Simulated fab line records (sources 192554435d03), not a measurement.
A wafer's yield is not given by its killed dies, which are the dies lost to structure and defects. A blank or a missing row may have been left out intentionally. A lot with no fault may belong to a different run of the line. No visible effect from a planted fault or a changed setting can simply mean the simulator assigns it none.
A struck lot beside a sound one -- flow n5 finfet -- 40 steps out of a route of 1938
Sound: wafers L542.2, L542.4, L542.6. Struck: wafer L550.4 (L550.2, L550.6, from the same lot, were not struck and are left out); the cause is given at the end.
Order at every step that has rows: each side's tool, ch and its chambers, its first start. Under that, the readings that differ: sound wafers -- struck wafers -- difference of the means -- sigmas: that difference in standard deviations of wafers without a fault.
alike: readings with means less than 2 such deviations apart, plus words and numbers identical on both sides. not compared: withheld readings, readings lacking a value on some wafer, bounds such as >300 that could conceal the same value, and numbers that have no deviation in the record and whose values overlap.
The two part at a step that has a row with sigmas, a row that says differs or no value, or rows on one side only. Numbers that don't overlap but have no deviation are shown without sigmas and don't part them. A reading missing from all wafers of one side parts the sides only when that side holds two or more wafers.

first, 1 step without rows for these wafers: N5_BEOL_M2_SPUTTER_81 (material Cu, target thk 4.5 nm, time 8.29 s).
N5_BEOL_M2_ANNEAL_82: time 240 s.
  sound on pvd sputter-01 at day 7 01:28; struck on pvd sputter-01 at day 9 15:21
  alike: heater power w
then, 7 steps without rows for these wafers: N5_BEOL_M2_SPUTTER_86 (material Cu, target thk 4.5 nm, time 8.29 s); N5_BEOL_M2_ANNEAL_87 (time 240 s); N5_BEOL_M2_SPUTTER_88 (material Cu, target thk 4.5 nm, time 8.29 s); N5_BEOL_M2_ANNEAL_89 (time 240 s); N5_BEOL_M2_SPUTTER_90 (material Cu, target thk 4.5 nm, time 8.29 s); N5_BEOL_M2_ANNEAL_91 (time 240 s); N5_BEOL_M2_SPUTTER_92 (material Cu, target thk 4.5 nm, time 8.29 s).
N5_BEOL_M2_ANNEAL_93: time 240 s.
  sound on pvd sputter-01 at day 7 02:20; struck on pvd sputter-01 at day 9 16:14
reading,sound,struck,difference,sigmas
heater power w (W),946 848 834,967,+91,+2
then, 2 steps without rows for these wafers: N5_BEOL_M2_SPUTTER_94 (material Cu, target thk 4.5 nm, time 8.29 s); N5_BEOL_M2_ANNEAL_95 (time 240 s).
N5_BEOL_M2_SPUTTER_96: material Cu, target thk 4.5 nm, time 8.29 s.
  sound on pvd sputter-01 at day 7 02:42; struck on pvd sputter-01 at day 9 16:35
  alike: throttle valve pct
then, 1 step without rows for these wafers: N5_BEOL_M2_ECD_50 (material Cu, target thk 300 nm).
N5_BEOL_M2_ANNEAL_51: time 90 s.
  sound on rtp anneal-01 ch 0, day 7 03:17; struck on rtp anneal-02 ch 0, day 9 16:50
  alike: wafer_temp_C_max
then, 2 steps without rows for these wafers: N5_BEOL_M2_CMP_52 (polishes, stops on SiOC, t overpolish 6.8 s, target thk 40 nm); N5_BEOL_M2_PRE_CLEAN_60 (time 15 s).
N5_BEOL_M2_CO_CAP_55: material Co, precursor CCTBA/H2, target thk 2 nm, time 102.1 s.
  sound on cvd co-02 ch 0,2, day 7 03:54; struck on cvd co-01 ch 2, day 9 17:28
  alike: chamber pressure Torr, heater power w
then, 2 steps without rows for these wafers: N5_BEOL_M2_PRE_CLEAN_56 (time 15 s); N5_BEOL_M2_DEP_57 (deposits SiCN from 3MS/NH3, target thk 8 nm, time 14 s).
N5_BEOL_M2_RS_MEAS_58: measures by four-point-probe.
  sound on film metro-02 at day 7 04:06; struck on film metro-02 at day 9 17:43
  alike: M2_RS
then, 1 step without rows for these wafers: N5_BEOL_M3_ILD_DEP_00 (deposits SiOC from DEMS/O2, target thk 79 nm, time 15.3 s).
N5_BEOL_M3_THK_MEAS_01:
  sound on film metro-02 at day 7 04:14; struck on film metro-01 at day 9 17:51
reading,sound,struck,difference,sigmas
M3_ILD_THK (nm),77.6 78.2 78.2,80.6,+2.6,+3
then, 1 step without rows for these wafers: N5_BEOL_M3_PECVD_72 (deposits SiO2 from TEOS/O2, target thk 16 nm, time 18 s).
N5_BEOL_M3_HM_DEP_02: deposits TiN, target thk 20 nm.
  sound on pvd sputter-02 at day 7 05:31; struck on pvd sputter-03 at day 9 18:19
  alike: throttle valve pct
then, 9 steps without rows for these wafers: N5_BEOL_M3_COAT_61 (time 60 s, resist thk 60 nm); N5_BEOL_M3_COAT_62 (time 60 s, resist thk 12 nm); N5_BEOL_M3_COAT_73 (time 60 s, resist thk 5 nm); N5_BEOL_M3_COAT_05 (resist thk 30 nm); N5_BEOL_M3_EBR_07; N5_BEOL_M3_SOFTBAKE_06 (time 60 s); N5_BEOL_M3_EXPOSE_08 (exposes mask M3); N5_BEOL_M3_PEB_09 (peb time 60 s); N5_BEOL_M3_DEVELOP_10 (develop time 30 s).
N5_BEOL_M3_CD_MEAS_11 targets a cd of 17.05 nm.
  sound on cd sem-01 ch 0, day 7 06:02; struck on cd sem-02 ch 0, day 9 18:50
  alike: cd nm
N5_BEOL_M3_OVL_MEAS_12:
  sound on overlay-01 ch 0, day 7 06:04; struck on overlay-02 ch 0, day 9 18:52
  alike: M3_OVL
then, 3 steps without rows for these wafers: N5_BEOL_M3_DESCUM_16 (chemistry O2, time 7 s); N5_BEOL_M3_ETCH_74 (etches underlayer in N2/H2, target depth 6.5 nm, time 5.2 s); N5_BEOL_M3_ETCH_63 (etches SiARC in CF4, target depth 15.6 nm, time 26 s).
-- record jumps: 5 days separate the struck wafers' starts on either side; left off in module BEOL_M3, taken up again in module PASSIVATION, whose first shown step is the route's number 1936 --
N5_PASSIVATION_PROBE_49:
  record: rows for the struck wafers here (prober-01, day 14 14:25), none for the sound ones

WHERE THEY PART
First at N5_BEOL_M2_ANNEAL_93; last, within this record, at N5_PASSIVATION_PROBE_49.

WHY: whatever the simulator had introduced
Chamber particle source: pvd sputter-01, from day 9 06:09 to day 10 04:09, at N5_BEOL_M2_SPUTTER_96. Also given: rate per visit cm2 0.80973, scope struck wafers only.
